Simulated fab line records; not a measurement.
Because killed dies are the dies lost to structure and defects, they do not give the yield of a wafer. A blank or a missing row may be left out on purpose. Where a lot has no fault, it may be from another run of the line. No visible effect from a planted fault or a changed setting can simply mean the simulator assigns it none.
Which tool is to blame? :: flow nand_harc :: Sampling: 6 lots, 17 wafers, 5 of 1302 route steps

== WHAT THE GAUGES READ, wafer by wafer ==
NHARC_END_SORT_01.
lot: L248
measured: day 27 07:36
on: prober-02
killed_at_periphery: 0 4 2

lot: L254
measured: day 28 22:59
on: prober-01
killed_at_periphery: 89 9

lot: L257
measured: day 30 14:45
on: prober-01
killed_at_periphery: 2 5 4

lot: L263
measured: day 33 15:44
on: prober-02
killed_at_periphery: 0 1 0

== TOOL THAT RAN EACH LOT (tool first, then ch and the chambers of the sampled wafers, then the start) ==
lot: L247
NHARC_P_M1_ETCH_35: rie_diel-11 ch 2,3, day 7 22:29
NHARC_THIN_TSV_DEP_47: pecvd-04 ch 0,2, day 25 23:52
NHARC_THIN_TSV_PVD_19: pvd_sputter-02, day 26 02:53 or earlier
NHARC_THIN_TSV_DEGAS_53: pvd_sputter-01, day 26 02:53

lot: L248
NHARC_P_M1_ETCH_35: rie_diel-07 ch 0,1,2, day 8 16:00
NHARC_THIN_TSV_DEP_47: pecvd-03 ch 0,1, day 26 19:47
NHARC_THIN_TSV_PVD_19: pvd_sputter-02, day 26 22:43 or earlier
NHARC_THIN_TSV_DEGAS_53: pvd_sputter-03, day 26 22:43

lot: L254
NHARC_P_M1_ETCH_35: rie_diel-07 ch 1,3, day 10 19:31
NHARC_THIN_TSV_DEP_47: pecvd-01 ch 0,2, day 28 06:49
NHARC_THIN_TSV_PVD_19: pvd_sputter-02, day 28 12:39 or earlier
NHARC_THIN_TSV_DEGAS_53: pvd_sputter-01, day 28 12:39

lot: L257
NHARC_P_M1_ETCH_35: rie_diel-11 ch 2,3, day 12 12:36
NHARC_THIN_TSV_DEP_47: pecvd-03 ch 0,1,2, day 29 23:22
NHARC_THIN_TSV_PVD_19: pvd_sputter-03, day 30 02:08 or earlier
NHARC_THIN_TSV_DEGAS_53: pvd_sputter-01, day 30 02:08

lot: L259
NHARC_P_M1_ETCH_35: rie_diel-11 ch 0,1,2, day 13 00:16
NHARC_THIN_TSV_DEP_47: pecvd-04 ch 0,1, day 31 07:29
NHARC_THIN_TSV_PVD_19: pvd_sputter-01, day 31 10:31 or earlier
NHARC_THIN_TSV_DEGAS_53: pvd_sputter-01, day 31 10:31

lot: L263
NHARC_P_M1_ETCH_35: rie_diel-11 ch 0,2,3, day 14 13:20
NHARC_THIN_TSV_DEP_47: pecvd-01 ch 0,1, day 33 00:20
NHARC_THIN_TSV_PVD_19: pvd_sputter-03, day 33 03:31 or earlier
NHARC_THIN_TSV_DEGAS_53: pvd_sputter-01, day 33 03:31
- NHARC_P_M1_ETCH_35: etches the open film in N2/H2, target depth 40 nm, overetch 12 nm, time 43.94 s.
- NHARC_THIN_TSV_DEP_47: deposits SiO2, target thk 200 nm.
- NHARC_THIN_TSV_PVD_19: deposits TaN, target thk 20 nm.
- NHARC_THIN_TSV_DEGAS_53: time 60 s.

== THE ANSWER, worked out from the rows above alone ==
Rule: usual is defined by the lots themselves. Put in order of their means at a reading, lots are off if they are a third of the lots or fewer, leave a main group of 4 or more, and stand apart from it by a gap of 3 or more times the standard deviation of the main group's means; of several such gaps the widest counts. Not used: any main group whose means are identical at the precision the tables above print for the reading. Also off: a lot with no number at a reading for which 4 or more lots have one. All remaining lots with rows at the step are treated as sound.
Across all readings shown, no lot is off: no conclusion can be drawn from this.

== WHAT WAS PUT IN BY THE SIMULATOR ==
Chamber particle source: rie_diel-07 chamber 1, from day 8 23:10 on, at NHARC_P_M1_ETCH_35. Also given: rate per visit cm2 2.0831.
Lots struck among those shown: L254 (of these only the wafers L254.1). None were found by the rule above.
